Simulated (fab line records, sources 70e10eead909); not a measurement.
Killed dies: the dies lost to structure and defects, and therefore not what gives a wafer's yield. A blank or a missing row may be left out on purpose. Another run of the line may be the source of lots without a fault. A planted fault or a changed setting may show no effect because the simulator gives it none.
Struck lot and sound lot, side by side || flow nand-harc || 15 out of 1159 route steps
Sound: the wafers L405.1, L405.5, L405.6. The struck wafers were L407.2, L407.4, L407.5. The cause is given at the end.
At each step with rows: each side's tool, then ch and its chambers, then its first start. Under that, the readings that differ: sound wafers || struck wafers || difference of the means || sigmas: that difference in standard deviations of wafers without a fault.
alike: words and numbers the same on both sides, and readings whose means are apart by under 2 such deviations; not compared: readings that were withheld, readings missing a value for some wafer, numbers with overlapping values and no deviation given by the record, and bounds like >300 which may hide the same value.
A row with sigmas, a row that says differs or no value, or rows on one side alone: a step with any of these is where the two part. Numbers that have no deviation but don't overlap get no sigmas and don't part them. Lack of a reading on every wafer of one side parts them only where that side has two or more wafers.

first, 5 steps without rows for these wafers: NHARC_A_CONTACT_SOFTBAKE_64 (time 55 s); NHARC_A_CONTACT_EBR_65; NHARC_A_CONTACT_EXPOSE_66 (exposes mask A CC 2); NHARC_A_CONTACT_PEB_67 (peb time 65 s); NHARC_A_CONTACT_DEVELOP_68 (develop time 35 s).
NHARC_A_CONTACT_CD_MEAS_69: target cd 200 nm.
  sound on cd-sem-02 ch 0, day 19 03:19; struck on cd-sem-02 ch 0, day 19 13:40
  alike: cd-nm
NHARC_A_CONTACT_OVL_MEAS_70:
  sound on overlay-01 at day 19 03:25; struck on overlay-02 at day 19 13:46
  alike: overlay-x-nm, overlay-y-nm
NHARC_A_CONTACT_INSPECT_71:
  sound on defect-inspect-02 at day 19 03:27; struck on defect-inspect-02 at day 19 13:47
{"reading": "raw-defect-count", "sound": "8 10 12", "struck": "37 42 40", "difference": "+30", "sigmas": "+2"}
NHARC_A_CONTACT_DESCUM_74: chemistry O2, time 3 s.
  sound on rie-diel-07 ch 0,1,2, day 19 03:32; struck on rie-diel-07 ch 0,3, day 19 13:51
  alike: drypump-motor-current-A, mfc-ar-sccm, oes-product-au, rf-vpp-V, showerhead-plenum-p-Torr, throttle-valve-pct
  not compared: rf-hours-counter-h
NHARC_A_CONTACT_ETCH_75: etches the open film in CF4, target depth 39 nm, time 65 s.
  sound on rie-diel-07 ch 0,3, day 19 03:35; struck on rie-diel-07 ch 1,2,3, day 19 13:57
  alike: bias-w, cf4-flow-sccm, drypump-motor-current-A, mfc-ar-sccm, oes-product-au, rf-vpp-V, showerhead-plenum-p-Torr, throttle-valve-pct
  not compared: rf-hours-counter-h
NHARC_A_CONTACT_ETCH_76: etches the open film in N2/H2, target depth 260 nm, time 475.3 s.
  sound on rie-diel-07 ch 2,3; struck on rie-diel-07 ch 0,1,2
  alike: bias-w, chamber-pressure-mTorr, drypump-motor-current-A, mfc-ar-sccm, n2-flow-sccm, oes-product-au, rf-vpp-V, showerhead-plenum-p-Torr, throttle-valve-pct
  not compared: rf-hours-counter-h
NHARC_A_CONTACT_ETCH_77: etches the open film in CF4/CHF3, target depth 72.6 nm, time 36.3 s.
  sound on rie-diel-07 ch 0,1,3; struck on rie-diel-07 ch 0,1
{"reading": "oes-product-au (a.u.)", "sound": "0.929 0.942 0.914", "struck": "1.004 0.992 1.007", "difference": "+0.073", "sigmas": "+3"}
  alike: bias-w, cf4-flow-sccm, drypump-motor-current-A, mfc-ar-sccm, rf-vpp-V, showerhead-plenum-p-Torr, throttle-valve-pct
  not compared: rf-hours-counter-h
NHARC_A_CONTACT_ETCH_78: etches the open film in O2/COS, target depth 2800 nm, time 728 s.
  sound on rie-diel-07 ch 2,3, day 19 04:12; struck on rie-diel-07 ch 0,2, day 19 14:30
  no value came back on the struck wafers for any of 8 readings (bias-w (W), chamber-pressure-mTorr (mTorr) and others); on the sound wafers bias-w (W) reads 300.7 301.0 300.7
  not compared: rf-hours-counter-h
NHARC_A_CONTACT_ETCH_124: etches the open film in C4F8/O2/Ar, time 140 s, target depth 700 nm.
  sound on har-cap-etch-01 ch 0,1, day 19 04:43; struck on har-cap-etch-02 ch 0,1, day 19 14:58
  alike: chamber-pressure-mTorr, oes-air-line-au
  not compared: rf-hours-counter-h
-- record jumps: 3 days between struck wafers' starts before vs after; left off in module A_CONTACT, resumes in module END, first step shown is number 1159 of the route --
NHARC_END_SORT_01:
  sound on prober-02 ch 0, day 21 13:49; struck on prober-01 ch 0, day 22 20:20
{"reading": "hold", "sound": "- - -", "struck": "await-dispo/9.5h/scrap await-dispo/9.5h/scrap await-dispo/9.5h/scrap", "difference": "no value on the sound wafers", "sigmas": ""}
{"reading": "killed-at-array", "sound": "15 7 11", "struck": "669 668 675", "difference": "+660", "sigmas": "+74"}
{"reading": "killed-dies", "sound": "20 14 18", "struck": "677 677 677", "difference": "+660", "sigmas": "+74"}
  alike: killed-at-other, killed-at-periphery, killed-open, killed-short

== WHERE THEY PART ==
Earliest at NHARC_A_CONTACT_INSPECT_71; latest, in this record, at NHARC_END_SORT_01.

WHY: what had been put in by the simulator
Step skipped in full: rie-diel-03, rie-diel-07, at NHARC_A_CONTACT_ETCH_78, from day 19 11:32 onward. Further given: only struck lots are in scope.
